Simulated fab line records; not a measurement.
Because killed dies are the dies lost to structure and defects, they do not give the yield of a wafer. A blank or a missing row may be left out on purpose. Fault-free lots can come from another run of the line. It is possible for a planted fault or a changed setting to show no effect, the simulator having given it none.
Chamber matching || flow n5 finfet || rie diel-05 running N5_MOL_CONTACT_COAG_ETCH_67: 4 sister chambers
The step etches SOC in N2/H2, target depth 60 nm, overetch 21 nm, time 101.2 s. 14 wafers are shown with their chamber, then 7 later ones without.

WAFERS, EACH WITH ITS CHAMBER
{"wafer": "L076.2", "chamber": 3, "drypump motor current A (A)": 6.5, "throttle valve pct (%)": 18.18, "showerhead plenum p Torr (Torr)": 2.65}
{"wafer": "L076.3", "chamber": 0, "drypump motor current A (A)": 5.8, "throttle valve pct (%)": 17.68, "showerhead plenum p Torr (Torr)": 2.62}
{"wafer": "L076.5", "chamber": 3, "drypump motor current A (A)": 6.5, "throttle valve pct (%)": 18.20, "showerhead plenum p Torr (Torr)": 2.65}
{"wafer": "L077.3", "chamber": 0, "drypump motor current A (A)": 5.8, "throttle valve pct (%)": 17.69, "showerhead plenum p Torr (Torr)": 2.62}
{"wafer": "L077.5", "chamber": 0, "drypump motor current A (A)": 5.8, "throttle valve pct (%)": 17.70, "showerhead plenum p Torr (Torr)": 2.62}
{"wafer": "L077.6", "chamber": 1, "drypump motor current A (A)": 5.1, "throttle valve pct (%)": 17.98, "showerhead plenum p Torr (Torr)": 2.62}
{"wafer": "L084.1", "chamber": 2, "drypump motor current A (A)": 5.5, "throttle valve pct (%)": 17.38, "showerhead plenum p Torr (Torr)": 2.49}
{"wafer": "L084.2", "chamber": 1, "drypump motor current A (A)": 5.2, "throttle valve pct (%)": 18.01, "showerhead plenum p Torr (Torr)": 2.62}
{"wafer": "L084.4", "chamber": 0, "drypump motor current A (A)": 5.8, "throttle valve pct (%)": 17.71, "showerhead plenum p Torr (Torr)": 2.61}
{"wafer": "L090.1", "chamber": 1, "drypump motor current A (A)": 5.1, "throttle valve pct (%)": 18.01, "showerhead plenum p Torr (Torr)": 2.61}
{"wafer": "L090.2", "chamber": 2, "drypump motor current A (A)": 5.5, "throttle valve pct (%)": 17.43, "showerhead plenum p Torr (Torr)": 2.48}
{"wafer": "L090.6", "chamber": 2, "drypump motor current A (A)": 5.5, "throttle valve pct (%)": 17.41, "showerhead plenum p Torr (Torr)": 2.48}
{"wafer": "L091.1", "chamber": 2, "drypump motor current A (A)": 5.5, "throttle valve pct (%)": 17.40, "showerhead plenum p Torr (Torr)": 2.48}
{"wafer": "L091.3", "chamber": 1, "drypump motor current A (A)": 5.2, "throttle valve pct (%)": 18.02, "showerhead plenum p Torr (Torr)": 2.61}

SIGNATURES, as means of the wafers listed above
{"reading": "drypump motor current A", "chamber 0": 5.800, "chamber 1": 5.150, "chamber 2": 5.500, "chamber 3": 6.500, "scatter within a chamber": 0.0316}
{"reading": "throttle valve pct", "chamber 0": 17.6950, "chamber 1": 18.0050, "chamber 2": 17.4050, "chamber 3": 18.1900, "scatter within a chamber": 0.017}
{"reading": "showerhead plenum p Torr", "chamber 0": 2.6175, "chamber 1": 2.6150, "chamber 2": 2.4825, "chamber 3": 2.6500, "scatter within a chamber": 0.005}
Rule: for a wafer and a chamber, the distance is found by dividing, reading by reading, the gap between the wafer's reading and the chamber's mean by the reading's scatter, squaring, summing and taking the root. If the next closest chamber is less than 2 further off than the closest, the wafer can't be placed; otherwise it belongs to the closest. The scatter: take each reading less its chamber's mean, square it, sum over the shown wafers, divide by the number of wafers less the number of chambers, and take the root.

WAFERS WITH NO CHAMBER GIVEN
{"wafer": "L091.5", "drypump motor current A (A)": 5.7, "throttle valve pct (%)": 17.73, "showerhead plenum p Torr (Torr)": 2.61}
{"wafer": "L096.2", "drypump motor current A (A)": 5.2, "throttle valve pct (%)": 18.04, "showerhead plenum p Torr (Torr)": 2.61}
{"wafer": "L096.3", "drypump motor current A (A)": 6.5, "throttle valve pct (%)": 18.25, "showerhead plenum p Torr (Torr)": 2.63}
{"wafer": "L096.5", "drypump motor current A (A)": 6.5, "throttle valve pct (%)": 18.27, "showerhead plenum p Torr (Torr)": 2.63}
{"wafer": "L097.1", "drypump motor current A (A)": 6.5, "throttle valve pct (%)": 18.28, "showerhead plenum p Torr (Torr)": 2.63}
{"wafer": "L097.3", "drypump motor current A (A)": 5.5, "throttle valve pct (%)": 17.43, "showerhead plenum p Torr (Torr)": 2.48}
{"wafer": "L097.5", "drypump motor current A (A)": 5.7, "throttle valve pct (%)": 17.76, "showerhead plenum p Torr (Torr)": 2.60}

CHAMBER TAKEN BY EACH
{"wafer": "L091.5", "from the rows above": 0, "in truth": 0}
{"wafer": "L096.2", "from the rows above": 1, "in truth": 1}
{"wafer": "L096.3", "from the rows above": 3, "in truth": 3}
{"wafer": "L096.5", "from the rows above": 3, "in truth": 3}
{"wafer": "L097.1", "from the rows above": 3, "in truth": 3}
{"wafer": "L097.3", "from the rows above": 2, "in truth": 2}
{"wafer": "L097.5", "from the rows above": 0, "in truth": 0}
7 of 7 placed correctly. Left unplaced by these rows: 0. Wrongly placed: 0.
